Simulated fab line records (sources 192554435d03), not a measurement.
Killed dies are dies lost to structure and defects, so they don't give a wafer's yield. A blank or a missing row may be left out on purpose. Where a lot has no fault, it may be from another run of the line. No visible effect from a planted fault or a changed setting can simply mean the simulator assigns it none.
fab line records :: flow n5-finfet
record:
  lots: 7
  wafers: 19
  last-day: 18
route steps=1938 shown BEOL_M14@1758
lots that met no fault: from a run of the same line without faults
start-h: hours from the record's first day to the start of the lot's first wafer shown :: wait-h: hours from the lot's prior step to this one :: " repeats the value in the row above :: L1.1+2: a row that stands for several wafers :: - no value, or no start was given :: * or withheld: withheld :: < > ~ a bound
route shown NAME@n: NAME is a module with steps in the file, n the number in the route of the first one :: usual: the fault-free wafers' mean and standard deviation :: same: alike in all rows :: chamber/n: place in a boat :: sites: per-site readings :: _std_site: their standard deviation :: _edge_site: the outer-site mean with the inner-site mean subtracted :: radius-mm: for every site, how far away it sits from the centre of the wafer :: mask NAME#n: copy n :: behind: tool/chamber where the wafer was last shaped :: hold: why the lot went on hold/how many hours it stayed there/how the hold came to an end :: device: names the non-switching transistor (n, p or np) :: end of line: at the end of the route, the tests of the same wafers :: where a step has no rows: the recipe by itself :: killed: dies lost to structure and defects at the first sort, not the wafer's yield :: map: a wafer's dies, x killed, . not, _ none there
set.NAME: the setting the step ran with; set.NAME@STEP: the setting that earlier step ran with :: model.NAME: the simulator's own value behind a step, which no gauge read
lots seen at some steps along the route; tables by step, rows by wafer
services: a tool's chamber out of use, with start hour (start-h, from the record's first day; less than 0 if before it), hours out, and reason
== steps ==
step: N5_BEOL_M14_PRECLEAN_39
recipe:
  chemistry: residue-remover
  time-s: 60
  temp-c: 40
step: N5_BEOL_M14_SRD_40
recipe:
  time-s: 30
  temp-c: 23
  rinse-liquid: diw
  dry: n2-spin
  spin-rpm: 1500
  dry-time-s: 30
step: N5_BEOL_M14_DEGAS_41
recipe:
  ambient: vacuum
  temp-c: 300
  time-s: 60
usual:
  heater-power-w: 472/43
lot.wafer: L563.1
tool: pvd-sputter-03
chamber: -
start-h: 260.94
wait-h: 0.5
heater-power-w: 474

lot.wafer: L563.2
tool: pvd-sputter-03
chamber: -
start-h: 260.94
wait-h: 0.5
heater-power-w: 462

lot.wafer: L563.5
tool: pvd-sputter-03
chamber: -
start-h: 260.94
wait-h: 0.5
heater-power-w: 508

lot.wafer: L565.1
tool: pvd-sputter-01
chamber: -
start-h: 279.35
wait-h: 0.3
heater-power-w: 404

lot.wafer: L565.3
tool: pvd-sputter-01
chamber: -
start-h: 279.35
wait-h: 0.3
heater-power-w: 403

lot.wafer: L565.5
tool: pvd-sputter-01
chamber: -
start-h: 279.35
wait-h: 0.3
heater-power-w: 410

lot.wafer: L574.1
tool: pvd-sputter-01
chamber: -
start-h: 347.79
wait-h: 0.1
heater-power-w: 416

lot.wafer: L574.5
tool: pvd-sputter-01
chamber: -
start-h: 347.79
wait-h: 0.1
heater-power-w: 519

lot.wafer: L573.5
tool: pvd-sputter-03
chamber: -
start-h: 348.09
wait-h: 0.3
heater-power-w: 496

lot.wafer: L573.6
tool: pvd-sputter-03
chamber: -
start-h: 348.09
wait-h: 0.3
heater-power-w: 409

lot.wafer: L576.1
tool: pvd-sputter-03
chamber: -
start-h: 366.42
wait-h: 0.4
heater-power-w: 475

lot.wafer: L576.2
tool: pvd-sputter-03
chamber: -
start-h: 366.42
wait-h: 0.4
heater-power-w: 413

lot.wafer: L576.3
tool: pvd-sputter-03
chamber: -
start-h: 366.42
wait-h: 0.4
heater-power-w: 505

lot.wafer: L581.2
tool: pvd-sputter-02
chamber: -
start-h: 379.25
wait-h: 0.4
heater-power-w: 463

lot.wafer: L581.3
tool: pvd-sputter-02
chamber: -
start-h: 379.25
wait-h: 0.4
heater-power-w: 487

lot.wafer: L581.5
tool: pvd-sputter-02
chamber: -
start-h: 379.25
wait-h: 0.4
heater-power-w: 498

lot.wafer: L584.2
tool: pvd-sputter-03
chamber: -
start-h: 408.39
wait-h: 0.2
heater-power-w: 467

lot.wafer: L584.3
tool: pvd-sputter-03
chamber: -
start-h: 408.39
wait-h: 0.2
heater-power-w: 399

lot.wafer: L584.4
tool: pvd-sputter-03
chamber: -
start-h: 408.39
wait-h: 0.2
heater-power-w: 464
step: N5_BEOL_M14_PRE_CLEAN_42
recipe:
  gas: H2/He
  time-s: 30
  temp-c: 300
step: N5_BEOL_M14_SPUTTER_43
recipe:
  material: TaN
  target-thk-a: 150
  temp-c: 50
  bias-v: 168.6
  power-w: 15000
  chamber-pressure-pa: 0.12
  time-s: 24.19
usual:
  throttle-valve-pct: 30.2/1
lot.wafer: L563.1
tool: pvd-sputter-03
chamber: -
start-h: 261.02
wait-h: 0.0
throttle-valve-pct: 30.2

lot.wafer: L563.2
tool: pvd-sputter-03
chamber: -
start-h: 261.02
wait-h: 0.0
throttle-valve-pct: 28.9

lot.wafer: L563.5
tool: pvd-sputter-03
chamber: -
start-h: 261.02
wait-h: 0.0
throttle-valve-pct: 31.3

lot.wafer: L565.1
tool: pvd-sputter-01
chamber: -
start-h: 279.43
wait-h: 0.0
throttle-valve-pct: 30.2

lot.wafer: L565.3
tool: pvd-sputter-01
chamber: -
start-h: 279.43
wait-h: 0.0
throttle-valve-pct: 29.9

lot.wafer: L565.5
tool: pvd-sputter-01
chamber: -
start-h: 279.43
wait-h: 0.0
throttle-valve-pct: 29.8

lot.wafer: L574.1
tool: pvd-sputter-01
chamber: -
start-h: 347.87
wait-h: 0.0
throttle-valve-pct: 30.3

lot.wafer: L574.5
tool: pvd-sputter-01
chamber: -
start-h: 347.87
wait-h: 0.0
throttle-valve-pct: 31.6

lot.wafer: L573.5
tool: pvd-sputter-03
chamber: -
start-h: 348.19
wait-h: 0.0
throttle-valve-pct: 31.1

lot.wafer: L573.6
tool: pvd-sputter-03
chamber: -
start-h: 348.19
wait-h: 0.0
throttle-valve-pct: 30.1

lot.wafer: L576.1
tool: pvd-sputter-03
chamber: -
start-h: 366.50
wait-h: 0.0
throttle-valve-pct: 30.0

lot.wafer: L576.2
tool: pvd-sputter-03
chamber: -
start-h: 366.50
wait-h: 0.0
throttle-valve-pct: 30.4

lot.wafer: L576.3
tool: pvd-sputter-03
chamber: -
start-h: 366.50
wait-h: 0.0
throttle-valve-pct: 31.3

lot.wafer: L581.2
tool: pvd-sputter-02
chamber: -
start-h: 379.33
wait-h: 0.0
throttle-valve-pct: 30.0

lot.wafer: L581.3
tool: pvd-sputter-02
chamber: -
start-h: 379.33
wait-h: 0.0
throttle-valve-pct: 31.8

lot.wafer: L581.5
tool: pvd-sputter-02
chamber: -
start-h: 379.33
wait-h: 0.0
throttle-valve-pct: 31.7

lot.wafer: L584.2
tool: pvd-sputter-03
chamber: -
start-h: 408.47
wait-h: 0.0
throttle-valve-pct: 29.8

lot.wafer: L584.3
tool: pvd-sputter-03
chamber: -
start-h: 408.47
wait-h: 0.0
throttle-valve-pct: 30.2

lot.wafer: L584.4
tool: pvd-sputter-03
chamber: -
start-h: 408.47
wait-h: 0.0
throttle-valve-pct: 28.8
step: N5_BEOL_M14_SPUTTER_44
recipe:
  material: Ta
  target-thk-a: 150
  temp-c: 50
  bias-v: 80
  power-w: 15000
  chamber-pressure-pa: 0.07
  time-s: 24.19
step: N5_BEOL_M14_SPUTTER_45
recipe:
  material: Cu
  target-thk-a: 1000
  temp-c: -20
  bias-v: 60
  power-w: 26000
  chamber-pressure-pa: 0.13
  time-s: 16.67
usual:
  throttle-valve-pct: 30.2/0.99
lot.wafer: L563.1
tool: pvd-sputter-03
chamber: -
start-h: 261.18
wait-h: 0.0
throttle-valve-pct: 29.9

lot.wafer: L563.2
tool: pvd-sputter-03
chamber: -
start-h: 261.18
wait-h: 0.0
throttle-valve-pct: 28.7

lot.wafer: L563.5
tool: pvd-sputter-03
chamber: -
start-h: 261.18
wait-h: 0.0
throttle-valve-pct: 31.3

lot.wafer: L565.1
tool: pvd-sputter-01
chamber: -
start-h: 279.59
wait-h: 0.0
throttle-valve-pct: 30.0

lot.wafer: L565.3
tool: pvd-sputter-01
chamber: -
start-h: 279.59
wait-h: 0.0
throttle-valve-pct: 29.8

lot.wafer: L565.5
tool: pvd-sputter-01
chamber: -
start-h: 279.59
wait-h: 0.0
throttle-valve-pct: 29.6

lot.wafer: L574.1
tool: pvd-sputter-01
chamber: -
start-h: 348.03
wait-h: 0.0
throttle-valve-pct: 29.9

lot.wafer: L574.5
tool: pvd-sputter-01
chamber: -
start-h: 348.03
wait-h: 0.0
throttle-valve-pct: 31.8

lot.wafer: L573.5
tool: pvd-sputter-03
chamber: -
start-h: 348.35
wait-h: 0.0
throttle-valve-pct: 31.4

lot.wafer: L573.6
tool: pvd-sputter-03
chamber: -
start-h: 348.35
wait-h: 0.0
throttle-valve-pct: 30.5

lot.wafer: L576.1
tool: pvd-sputter-03
chamber: -
start-h: 366.66
wait-h: 0.0
throttle-valve-pct: 30.4

lot.wafer: L576.2
tool: pvd-sputter-03
chamber: -
start-h: 366.66
wait-h: 0.0
throttle-valve-pct: 30.1

lot.wafer: L576.3
tool: pvd-sputter-03
chamber: -
start-h: 366.66
wait-h: 0.0
throttle-valve-pct: 31.7

lot.wafer: L581.2
tool: pvd-sputter-02
chamber: -
start-h: 379.49
wait-h: 0.0
throttle-valve-pct: 29.8

lot.wafer: L581.3
tool: pvd-sputter-02
chamber: -
start-h: 379.49
wait-h: 0.0
throttle-valve-pct: 31.6

lot.wafer: L581.5
tool: pvd-sputter-02
chamber: -
start-h: 379.49
wait-h: 0.0
throttle-valve-pct: 31.7

lot.wafer: L584.2
tool: pvd-sputter-03
chamber: -
start-h: 408.63
wait-h: 0.0
throttle-valve-pct: 30.0

lot.wafer: L584.3
tool: pvd-sputter-03
chamber: -
start-h: 408.63
wait-h: 0.0
throttle-valve-pct: 30.2

lot.wafer: L584.4
tool: pvd-sputter-03
chamber: -
start-h: 408.63
wait-h: 0.0
throttle-valve-pct: 28.6
step: N5_BEOL_M14_ECD_47
recipe:
  material: Cu
  target-thk-a: 12480
step: N5_BEOL_M14_ANNEAL_48
recipe:
  temp-c: 225
  time-s: 90
  ambient: N2
usual:
  wafer_temp_C_max: 225.84/0.22
lot.wafer: L563.1
tool: rtp-anneal-01
chamber: 0
start-h: 261.62
wait-h: 0.3
wafer_temp_C_max: 226.13

lot.wafer: L563.2
tool: rtp-anneal-01
chamber: 0
start-h: 261.62
wait-h: 0.3
wafer_temp_C_max: 226.25

lot.wafer: L563.5
tool: rtp-anneal-01
chamber: 0
start-h: 261.62
wait-h: 0.3
wafer_temp_C_max: 226.11

lot.wafer: L565.1
tool: rtp-anneal-02
chamber: 0
start-h: 279.90
wait-h: 0.1
wafer_temp_C_max: 225.72

lot.wafer: L565.3
tool: rtp-anneal-02
chamber: 0
start-h: 279.90
wait-h: 0.1
wafer_temp_C_max: 225.79

lot.wafer: L565.5
tool: rtp-anneal-02
chamber: 0
start-h: 279.90
wait-h: 0.1
wafer_temp_C_max: 225.75

lot.wafer: L574.1
tool: rtp-anneal-02
chamber: 0
start-h: 348.34
wait-h: 0.1
wafer_temp_C_max: 226.38

lot.wafer: L574.5
tool: rtp-anneal-02
chamber: 0
start-h: 348.34
wait-h: 0.1
wafer_temp_C_max: 225.85

lot.wafer: L573.5
tool: rtp-anneal-02
chamber: 0
start-h: 348.79
wait-h: 0.2
wafer_temp_C_max: 225.83

lot.wafer: L573.6
tool: rtp-anneal-02
chamber: 0
start-h: 348.79
wait-h: 0.2
wafer_temp_C_max: 226.27

lot.wafer: L576.1
tool: rtp-anneal-01
chamber: 0
start-h: 367.06
wait-h: 0.1
wafer_temp_C_max: 225.92

lot.wafer: L576.2
tool: rtp-anneal-01
chamber: 0
start-h: 367.06
wait-h: 0.1
wafer_temp_C_max: 225.49

lot.wafer: L576.3
tool: rtp-anneal-01
chamber: 0
start-h: 367.06
wait-h: 0.1
wafer_temp_C_max: 225.63

lot.wafer: L581.2
tool: rtp-anneal-02
chamber: 0
start-h: 379.87
wait-h: 0.2
wafer_temp_C_max: 225.95

lot.wafer: L581.3
tool: rtp-anneal-02
chamber: 0
start-h: 379.87
wait-h: 0.2
wafer_temp_C_max: 225.72

lot.wafer: L581.5
tool: rtp-anneal-02
chamber: 0
start-h: 379.87
wait-h: 0.2
wafer_temp_C_max: 225.72

lot.wafer: L584.2
tool: rtp-anneal-02
chamber: 0
start-h: 409.51
wait-h: 0.7
wafer_temp_C_max: 225.76

lot.wafer: L584.3
tool: rtp-anneal-02
chamber: 0
start-h: 409.51
wait-h: 0.7
wafer_temp_C_max: 225.33

lot.wafer: L584.4
tool: rtp-anneal-02
chamber: 0
start-h: 409.51
wait-h: 0.7
wafer_temp_C_max: 226.16
step: N5_BEOL_M14_CMP_49
recipe:
  stop-on: SiO2
  t-overpolish-s: 5.2
  down-force-psi: 2
  platen-rpm: 80
  clearing-platen-down-force-psi: 2
  clearing-platen-rpm: 80
  post-cmp-clean: cu-alkaline
  target-thk-nm: 560
  clearing-platen-pad-velocity-m-s: 1.5917
  pad-velocity-m-s: 1.5917
usual:
  barrier-field-endpoint-s: 11.45/0.24
  motor-current-A: 8.0/1.1
  overpolish-run-s: 5.201/0.0087
  time-to-endpoint-s: 123/4
lot.wafer: L563.2
tool: cmp-01
chamber: 2
start-h: 261.92
wait-h: 0.2
barrier-field-endpoint-s: 11.65
motor-current-A: 8.6
overpolish-run-s: 5.199
time-to-endpoint-s: 128

lot.wafer: L563.1
tool: cmp-01
chamber: 3
start-h: 261.92
wait-h: 0.2
barrier-field-endpoint-s: 11.40
motor-current-A: 7.9
overpolish-run-s: 5.200
time-to-endpoint-s: 121

lot.wafer: L563.5
tool: cmp-01
chamber: 2
start-h: 261.92
wait-h: 0.2
barrier-field-endpoint-s: 11.73
motor-current-A: 8.8
overpolish-run-s: 5.183
time-to-endpoint-s: 129

lot.wafer: L565.1
tool: cmp-01
chamber: 0
start-h: 280.23
wait-h: 0.3
barrier-field-endpoint-s: 11.14
motor-current-A: 9.6
overpolish-run-s: 5.201
time-to-endpoint-s: 120

lot.wafer: L565.3
tool: cmp-01
chamber: 2
start-h: 280.23
wait-h: 0.3
barrier-field-endpoint-s: 11.69
motor-current-A: 8.3
overpolish-run-s: 5.204
time-to-endpoint-s: 128

lot.wafer: L565.5
tool: cmp-01
chamber: 0
start-h: 280.23
wait-h: 0.3
barrier-field-endpoint-s: 11.27
motor-current-A: 9.7
overpolish-run-s: 5.200
time-to-endpoint-s: 120

lot.wafer: L574.1
tool: cmp-01
chamber: 1
start-h: 348.75
wait-h: 0.4
barrier-field-endpoint-s: 11.29
motor-current-A: 8.2
overpolish-run-s: 5.209
time-to-endpoint-s: 120

lot.wafer: L574.5
tool: cmp-01
chamber: 0
start-h: 348.75
wait-h: 0.4
barrier-field-endpoint-s: 11.18
motor-current-A: 9.7
overpolish-run-s: 5.200
time-to-endpoint-s: 118

lot.wafer: L573.6
tool: cmp-01
chamber: 2
start-h: 349.06
wait-h: 0.2
barrier-field-endpoint-s: 11.67
motor-current-A: 8.6
overpolish-run-s: 5.218
time-to-endpoint-s: 123

lot.wafer: L573.5
tool: cmp-01
chamber: 3
start-h: 349.06
wait-h: 0.2
barrier-field-endpoint-s: 11.27
motor-current-A: 8.0
overpolish-run-s: 5.188
time-to-endpoint-s: 119

lot.wafer: L576.3
tool: cmp-03
chamber: 3
start-h: 367.39
wait-h: 0.2
barrier-field-endpoint-s: 10.89
motor-current-A: 8.7
overpolish-run-s: 5.216
time-to-endpoint-s: 116

lot.wafer: L576.1
tool: cmp-03
chamber: 0
start-h: 367.39
wait-h: 0.2
barrier-field-endpoint-s: 11.21
motor-current-A: 6.9
overpolish-run-s: 5.200
time-to-endpoint-s: 116

lot.wafer: L576.2
tool: cmp-03
chamber: 1
start-h: 367.39
wait-h: 0.2
barrier-field-endpoint-s: 11.28
motor-current-A: 7.0
overpolish-run-s: 5.200
time-to-endpoint-s: 122

lot.wafer: L581.2
tool: cmp-01
chamber: 1
start-h: 380.16
wait-h: 0.2
barrier-field-endpoint-s: 11.34
motor-current-A: 7.9
overpolish-run-s: 5.196
time-to-endpoint-s: 121

lot.wafer: L581.3
tool: cmp-01
chamber: 2
start-h: 380.16
wait-h: 0.2
barrier-field-endpoint-s: 11.52
motor-current-A: 8.5
overpolish-run-s: 5.201
time-to-endpoint-s: 124

lot.wafer: L581.5
tool: cmp-01
chamber: 1
start-h: 380.16
wait-h: 0.2
barrier-field-endpoint-s: 11.36
motor-current-A: 7.9
overpolish-run-s: 5.212
time-to-endpoint-s: 118

lot.wafer: L584.4
tool: cmp-04
chamber: 1
start-h: 410.04
wait-h: 0.3
barrier-field-endpoint-s: 11.57
motor-current-A: 8.7
overpolish-run-s: 5.181
time-to-endpoint-s: 121

lot.wafer: L584.2
tool: cmp-04
chamber: 2
start-h: 410.04
wait-h: 0.3
barrier-field-endpoint-s: 11.58
motor-current-A: 7.0
overpolish-run-s: 5.206
time-to-endpoint-s: 124

lot.wafer: L584.3
tool: cmp-04
chamber: 3
start-h: 410.04
wait-h: 0.3
barrier-field-endpoint-s: 11.53
motor-current-A: 7.9
overpolish-run-s: 5.199
time-to-endpoint-s: 125
step: N5_BEOL_M14_THK_MEAS_50
recipe:
  thk-meas-gauge: xrf
  reads: Cu_of_BEOL_M14_ECD_47
usual:
  M14_THK: 564/18
lot.wafer: L563.1
tool: film-metro-02
chamber: -
start-h: 262.21
wait-h: -
M14_THK[nm]: 561

lot.wafer: L563.2
tool: film-metro-02
chamber: -
start-h: 262.21
wait-h: -
M14_THK[nm]: 576

lot.wafer: L563.5
tool: film-metro-02
chamber: -
start-h: 262.21
wait-h: -
M14_THK[nm]: 548

lot.wafer: L565.1
tool: film-metro-02
chamber: -
start-h: 280.49
wait-h: -
M14_THK[nm]: 566

lot.wafer: L565.3
tool: film-metro-02
chamber: -
start-h: 280.49
wait-h: -
M14_THK[nm]: 570

lot.wafer: L565.5
tool: film-metro-02
chamber: -
start-h: 280.49
wait-h: -
M14_THK[nm]: 563

lot.wafer: L574.1
tool: film-metro-02
chamber: -
start-h: 348.97
wait-h: -
M14_THK[nm]: 553

lot.wafer: L574.5
tool: film-metro-02
chamber: -
start-h: 348.97
wait-h: -
M14_THK[nm]: 551

lot.wafer: L573.5
tool: film-metro-02
chamber: -
start-h: 349.21
wait-h: -
M14_THK[nm]: 593

lot.wafer: L573.6
tool: film-metro-02
chamber: -
start-h: 349.21
wait-h: -
M14_THK[nm]: 554

lot.wafer: L576.1
tool: film-metro-01
chamber: -
start-h: 367.65
wait-h: -
M14_THK[nm]: 552

lot.wafer: L576.2
tool: film-metro-01
chamber: -
start-h: 367.65
wait-h: -
M14_THK[nm]: 551

lot.wafer: L576.3
tool: film-metro-01
chamber: -
start-h: 367.65
wait-h: -
M14_THK[nm]: 577

lot.wafer: L581.2
tool: film-metro-02
chamber: -
start-h: 380.42
wait-h: -
M14_THK[nm]: 563

lot.wafer: L581.3
tool: film-metro-02
chamber: -
start-h: 380.42
wait-h: -
M14_THK[nm]: 600

lot.wafer: L581.5
tool: film-metro-02
chamber: -
start-h: 380.42
wait-h: -
M14_THK[nm]: 556

lot.wafer: L584.2
tool: film-metro-02
chamber: -
start-h: 410.30
wait-h: -
M14_THK[nm]: 544

lot.wafer: L584.3
tool: film-metro-02
chamber: -
start-h: 410.30
wait-h: -
M14_THK[nm]: 548

lot.wafer: L584.4
tool: film-metro-02
chamber: -
start-h: 410.30
wait-h: -
M14_THK[nm]: 585
step: N5_BEOL_M14_PRE_CLEAN_52
recipe:
  gas: NH3
  time-s: 15
  temp-c: withheld
  rf-power-w: 300
step: N5_BEOL_M14_DEP_53
recipe:
  material: SiCN
  target-thk-a: 500
  temp-c: withheld
  precursor: 3MS/NH3
  pressure-torr: 3
  rf-w: 675
  time-s: 17.8
usual:
  showerhead-plenum-p-Torr: 4.165/0.027
  throttle-valve-pct: 17.7/0.7
lot.wafer: L563.1
tool: pecvd-03
chamber: 1
start-h: 262.27
wait-h: 0.0
showerhead-plenum-p-Torr: 4.190
throttle-valve-pct: 18.9
model.SiCN_of_BEOL_M14_DEP_53.thk-nm: 49

lot.wafer: L563.2
tool: pecvd-03
chamber: 2
start-h: 262.27
wait-h: 0.0
showerhead-plenum-p-Torr: 4.115
throttle-valve-pct: 17.5
model.SiCN_of_BEOL_M14_DEP_53.thk-nm: 49.8

lot.wafer: L563.5
tool: pecvd-03
chamber: 1
start-h: 262.27
wait-h: 0.0
showerhead-plenum-p-Torr: 4.170
throttle-valve-pct: 19.1
model.SiCN_of_BEOL_M14_DEP_53.thk-nm: 50.6

lot.wafer: L565.1
tool: pecvd-01
chamber: 1
start-h: 280.55
wait-h: 0.0
showerhead-plenum-p-Torr: 4.137
throttle-valve-pct: 17.8
model.SiCN_of_BEOL_M14_DEP_53.thk-nm: 48.6

lot.wafer: L565.3
tool: pecvd-01
chamber: 0
start-h: 280.55
wait-h: 0.0
showerhead-plenum-p-Torr: 4.184
throttle-valve-pct: 18.2
model.SiCN_of_BEOL_M14_DEP_53.thk-nm: 48.6

lot.wafer: L565.5
tool: pecvd-01
chamber: 2
start-h: 280.55
wait-h: 0.0
showerhead-plenum-p-Torr: 4.172
throttle-valve-pct: 16.7
model.SiCN_of_BEOL_M14_DEP_53.thk-nm: 49.6

lot.wafer: L574.1
tool: pecvd-01
chamber: 1
start-h: 349.03
wait-h: 0.0
showerhead-plenum-p-Torr: 4.145
throttle-valve-pct: 17.6
model.SiCN_of_BEOL_M14_DEP_53.thk-nm: 20.8

lot.wafer: L574.5
tool: pecvd-01
chamber: 2
start-h: 349.03
wait-h: 0.0
showerhead-plenum-p-Torr: 4.165
throttle-valve-pct: 16.6
model.SiCN_of_BEOL_M14_DEP_53.thk-nm: 50.2

lot.wafer: L573.5
tool: pecvd-01
chamber: 2
start-h: 349.28
wait-h: 0.0
showerhead-plenum-p-Torr: 4.174
throttle-valve-pct: 16.4
model.SiCN_of_BEOL_M14_DEP_53.thk-nm: 50.6

lot.wafer: L573.6
tool: pecvd-01
chamber: 0
start-h: 349.28
wait-h: 0.0
showerhead-plenum-p-Torr: 4.189
throttle-valve-pct: 18.4
model.SiCN_of_BEOL_M14_DEP_53.thk-nm: 22

lot.wafer: L576.1
tool: pecvd-01
chamber: 1
start-h: 367.71
wait-h: 0.0
showerhead-plenum-p-Torr: 4.145
throttle-valve-pct: 17.7
model.SiCN_of_BEOL_M14_DEP_53.thk-nm: 20.6

lot.wafer: L576.2
tool: pecvd-01
chamber: 2
start-h: 367.71
wait-h: 0.0
showerhead-plenum-p-Torr: 4.180
throttle-valve-pct: 16.9
model.SiCN_of_BEOL_M14_DEP_53.thk-nm: 49.2

lot.wafer: L576.3
tool: pecvd-01
chamber: 0
start-h: 367.71
wait-h: 0.0
showerhead-plenum-p-Torr: 4.200
throttle-valve-pct: 18.3
model.SiCN_of_BEOL_M14_DEP_53.thk-nm: 50.2

lot.wafer: L581.2
tool: pecvd-02
chamber: 0
start-h: 380.48
wait-h: 0.0
showerhead-plenum-p-Torr: 4.152
throttle-valve-pct: 16.9
model.SiCN_of_BEOL_M14_DEP_53.thk-nm: 49

lot.wafer: L581.3
tool: pecvd-02
chamber: 1
start-h: 380.48
wait-h: 0.0
showerhead-plenum-p-Torr: 4.176
throttle-valve-pct: 18.3
model.SiCN_of_BEOL_M14_DEP_53.thk-nm: 49.6

lot.wafer: L581.5
tool: pecvd-02
chamber: 1
start-h: 380.48
wait-h: 0.0
showerhead-plenum-p-Torr: 4.190
throttle-valve-pct: 18.3
model.SiCN_of_BEOL_M14_DEP_53.thk-nm: 50.4

lot.wafer: L584.2
tool: pecvd-03
chamber: 2
start-h: 410.36
wait-h: 0.0
showerhead-plenum-p-Torr: 4.124
throttle-valve-pct: 17.7
model.SiCN_of_BEOL_M14_DEP_53.thk-nm: 49.6

lot.wafer: L584.3
tool: pecvd-03
chamber: 1
start-h: 410.36
wait-h: 0.0
showerhead-plenum-p-Torr: 4.186
throttle-valve-pct: 18.8
model.SiCN_of_BEOL_M14_DEP_53.thk-nm: 49.4

lot.wafer: L584.4
tool: pecvd-03
chamber: 2
start-h: 410.36
wait-h: 0.0
showerhead-plenum-p-Torr: 4.122
throttle-valve-pct: 17.7
model.SiCN_of_BEOL_M14_DEP_53.thk-nm: 50.2
step: N5_BEOL_M14_RS_MEAS_54
recipe:
  thk-meas-gauge: four-point-probe
  reads: Cu_of_BEOL_M14_ECD_47+Ta_of_BEOL_M14_SPUTTER_44+TaN_of_BEOL_M14_SPUTTER_43
usual:
  M14_RS: 0.0334/0.001
lot.wafer: L563.1
tool: film-metro-01
chamber: -
start-h: 262.34
wait-h: 0.0
M14_RS[ohm/sq]: 0.0337

lot.wafer: L563.2
tool: film-metro-01
chamber: -
start-h: 262.34
wait-h: 0.0
M14_RS[ohm/sq]: 0.0328

lot.wafer: L563.5
tool: film-metro-01
chamber: -
start-h: 262.34
wait-h: 0.0
M14_RS[ohm/sq]: 0.0344

lot.wafer: L565.1
tool: film-metro-02
chamber: -
start-h: 280.62
wait-h: 0.0
M14_RS[ohm/sq]: 0.0328

lot.wafer: L565.3
tool: film-metro-02
chamber: -
start-h: 280.62
wait-h: 0.0
M14_RS[ohm/sq]: 0.0325

lot.wafer: L565.5
tool: film-metro-02
chamber: -
start-h: 280.62
wait-h: 0.0
M14_RS[ohm/sq]: 0.0330

lot.wafer: L574.1
tool: film-metro-01
chamber: -
start-h: 349.10
wait-h: 0.0
M14_RS[ohm/sq]: 0.0339

lot.wafer: L574.5
tool: film-metro-01
chamber: -
start-h: 349.10
wait-h: 0.0
M14_RS[ohm/sq]: 0.0341

lot.wafer: L573.5
tool: film-metro-01
chamber: -
start-h: 349.34
wait-h: 0.0
M14_RS[ohm/sq]: 0.0318

lot.wafer: L573.6
tool: film-metro-01
chamber: -
start-h: 349.34
wait-h: 0.0
M14_RS[ohm/sq]: 0.0342

lot.wafer: L576.1
tool: film-metro-02
chamber: -
start-h: 367.78
wait-h: 0.0
M14_RS[ohm/sq]: 0.0342

lot.wafer: L576.2
tool: film-metro-02
chamber: -
start-h: 367.78
wait-h: 0.0
M14_RS[ohm/sq]: 0.0341

lot.wafer: L576.3
tool: film-metro-02
chamber: -
start-h: 367.78
wait-h: 0.0
M14_RS[ohm/sq]: 0.0327

lot.wafer: L581.2
tool: film-metro-01
chamber: -
start-h: 380.55
wait-h: 0.1
M14_RS[ohm/sq]: 0.0337

lot.wafer: L581.3
tool: film-metro-01
chamber: -
start-h: 380.55
wait-h: 0.1
M14_RS[ohm/sq]: 0.0315

lot.wafer: L581.5
tool: film-metro-01
chamber: -
start-h: 380.55
wait-h: 0.1
M14_RS[ohm/sq]: 0.0338

lot.wafer: L584.2
tool: film-metro-02
chamber: -
start-h: 410.42
wait-h: 0.1
M14_RS[ohm/sq]: 0.0346

lot.wafer: L584.3
tool: film-metro-02
chamber: -
start-h: 410.42
wait-h: 0.1
M14_RS[ohm/sq]: 0.0343

lot.wafer: L584.4
tool: film-metro-02
chamber: -
start-h: 410.42
wait-h: 0.1
M14_RS[ohm/sq]: 0.0320
== services ==
tool: cmp-01
chamber: -
start-h: 243.11
hours: 5.2
kind: pm

tool: pecvd-03
chamber: -
start-h: 250.63
hours: 0.8
kind: pm

tool: pecvd-02
chamber: -
start-h: 282.92
hours: 1.1
kind: repair

tool: pecvd-02
chamber: 0
start-h: 299.03
hours: 5.5
kind: scheduled-down

tool: cmp-01
chamber: -
start-h: 305.18
hours: 1.3
kind: repair

tool: rtp-anneal-01
chamber: -
start-h: 323.25
hours: 10.9
kind: pm

tool: cmp-04
chamber: -
start-h: 339.29
hours: 33.9
kind: repair

tool: pecvd-03
chamber: -
start-h: 346.25
hours: 0.7
kind: repair

tool: pecvd-02
chamber: 0
start-h: 347.90
hours: 2.1
kind: scheduled-down

tool: cmp-03
chamber: -
start-h: 356.08
hours: 2.3
kind: repair

tool: pecvd-02
chamber: -
start-h: 368.91
hours: 5.5
kind: pm

tool: cmp-04
chamber: -
start-h: 375.51
hours: 4.0
kind: pm

tool: cmp-04
chamber: -
start-h: 379.51
hours: -
kind: consumable-replace:conditioner

tool: cmp-04
chamber: -
start-h: 379.51
hours: -
kind: consumable-replace:pad

tool: cmp-04
chamber: -
start-h: 389.29
hours: 0.5
kind: repair

tool: pvd-sputter-03
chamber: -
start-h: 393.82
hours: 0.9
kind: repair

tool: cmp-01
chamber: -
start-h: 407.50
hours: 4.0
kind: pm
== key ==
first-sign none at tools or gauges
model-effect:
  step: N5_BEOL_M14_DEP_53
  value: SiCN_of_BEOL_M14_DEP_53.thk-nm
  without: 50.13
  struck: 21.13
met-at N5_BEOL_M14_DEP_53
struck-wafers L573.6,L574.1,L576.1
onset-between 280.55 349.03
fault:
  kind: process-parameter-drift
  tool: pecvd-01
  chamber: -
  onset-h: 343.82
  steps: N5_BEOL_M14_DEP_53
  channel: time-s
  offset: *
  shape: step
  end-h: 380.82
  scope: struck-wafers-only
  acts-in: *
  stated: *
